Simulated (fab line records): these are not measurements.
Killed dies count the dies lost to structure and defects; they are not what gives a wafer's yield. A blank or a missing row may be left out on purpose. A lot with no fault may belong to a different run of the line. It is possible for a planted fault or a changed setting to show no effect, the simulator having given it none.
8D (eight disciplines) problem report, filled in by code | flow n5-finfet | the parts of the form that need people (team, actions taken, sign-off) are left out

1. THE PROBLEM
A mean of 1404 is read at N5_BEOL_M3_INSPECT_30 for raw-defect-count, taken on 1 wafer of 1 lot, against 421 (standard deviation 96) on wafers free of any fault. Measured from the usual mean, that is +10 standard deviations.
The step: inspects for defects (brightfield).
First seen on wafer L690.4, day 10 14:16, on defect-inspect-02. The record holds 23 wafers of 8 lots with a number at this step. By rule, "out" or "out of limits" means more than 4 standard deviations away from the usual mean. The rest of the wafers with a number are treated as sound.

2. WHAT IT IS, WHAT IT ISN'T
question                    | is                | is not
which readings at this step | raw-defect-count  | -
which lots                  | L690              | L678, L680, L683, L685, L695, L696, L700
which wafers of those lots  | L690.4            | L690.1, L690.3
read on which gauges        | defect-inspect-02 | defect-inspect-01
when                        | from day 10 14:16 | up to then (14 sound wafers); but 8 sound wafers of L695, L696, L700 came after

3. SUSPECTS, AND WHAT RULES EACH OUT
Counting: if a tool at a process step up to the reading ran every lot that is out, it stays a suspect. Sound lots after the first of them don't rule it out here, since some wafers of a struck lot are sound.
- the gauge at N5_BEOL_M3_INSPECT_30: ruled out. All the wafers that are out were read on defect-inspect-02, but those of them that N5_PASSIVATION_PROBE_49 has rows for are out there too, on other tools.
- rie-diel-02 at N5_BEOL_M3_DESCUM_16 (chemistry O2, time 7 s): kept. It ran the lot that is out, L690 (day 10 13:10).
- rie-diel-02 at N5_BEOL_M3_ETCH_63 (etches SiARC in CF4, target depth 15.6 nm, time 26 s): kept. It ran the lot that is out, L690 (day 10 13:13).
- rie-diel-02 at N5_BEOL_M3_ETCH_64 (etches SOC in N2/H2, target depth 75 nm, overetch 15 nm, time 112.5 s): kept. It ran the lot that is out, L690 (day 10 13:15).
- rie-diel-02 at N5_BEOL_M3_STRIP_19 (strips in O2): kept. It ran the lot that is out, L690 (day 10 13:39).
- In rie-diel-02 at N5_BEOL_M3_DESCUM_16, the wafers that are out were processed in chamber 3 and their sound lot-mates in chambers 0, 1.
- In rie-diel-02 at N5_BEOL_M3_ETCH_63, the wafers that are out were processed in chamber 3 and their sound lot-mates in chambers 0, 1.
- In rie-diel-02 at N5_BEOL_M3_ETCH_64, the wafers that are out were processed in chamber 3 and their sound lot-mates in chambers 0, 1.
- In rie-diel-02 at N5_BEOL_M3_STRIP_19, the wafers that are out were processed in chamber 2 and their sound lot-mates in chambers 1, 3.
Left after counting: rie-diel-02 at N5_BEOL_M3_DESCUM_16, rie-diel-02 at N5_BEOL_M3_ETCH_63, rie-diel-02 at N5_BEOL_M3_ETCH_64, rie-diel-02 at N5_BEOL_M3_STRIP_19.

4. THE CAUSE (what the simulator had put in)
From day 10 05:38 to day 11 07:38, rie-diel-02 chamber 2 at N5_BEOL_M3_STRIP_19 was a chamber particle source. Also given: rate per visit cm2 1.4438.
Counting left 4 suspects, and this tool is among them.

5. SEQUENCE OF EFFECTS, ordered by route
Each row: a reading whose mean over the struck wafers that have a number lies more than 3 standard deviations from the usual. Only readings whose record carries a usual standard deviation are examined. hours: median over the lots of the time between each lot's start at the first step of this table that gives one and its start at this step. sigmas: the change, counted in usual standard deviations.
hours | step                    | reading              | usual  | on struck wafers | change | sigmas
0     | N5_BEOL_M3_INSPECT_30   | raw-defect-count     | 421    | 1404             | +983   | +10
136   | N5_PASSIVATION_PROBE_49 | defect-limited-yield | 91.4 % | 80.0             | -11.4  | -7.6
136   | N5_PASSIVATION_PROBE_49 | killed_at_M0_to_M3   | 34     | 166              | +132   | +13
136   | N5_PASSIVATION_PROBE_49 | killed-dies          | 101    | 236              | +135   | +7.5
136   | N5_PASSIVATION_PROBE_49 | sort_bin_5_function  | 5.0 %  | 11.3             | +6.3   | +6.5
136   | N5_PASSIVATION_PROBE_49 | sort-n-pass          | 1079   | 944              | -135   | -7.5
136   | N5_PASSIVATION_PROBE_49 | sort-yield-pct       | 91.4 % | 80.0             | -11.4  | -7.6
Here are the process steps it includes:
- N5_PASSIVATION_PROBE_49
At these later measuring or inspecting steps, every struck wafer for which the step has a row has a number for every such reading, and none has moved that far: N5_BEOL_M4_RC_MEAS_101.

6. WHAT WOULD HAVE CAUGHT IT SOONER
Counted from the fault's start at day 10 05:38, it took 9 hours until the first out-of-limits reading at a measuring or inspecting step in this record, taken at day 10 14:16.
Of the tool readings at N5_BEOL_M3_STRIP_19 for which the record gives a usual standard deviation, none was out on any struck wafer, so an alarm limit of 4 standard deviations on them would not have fired.
Each of the lots that are out, 1 in all, had begun N5_BEOL_M3_STRIP_19 on rie-diel-02 no later than day 10 14:16. Tool hold at that time: it would have spared none of them.
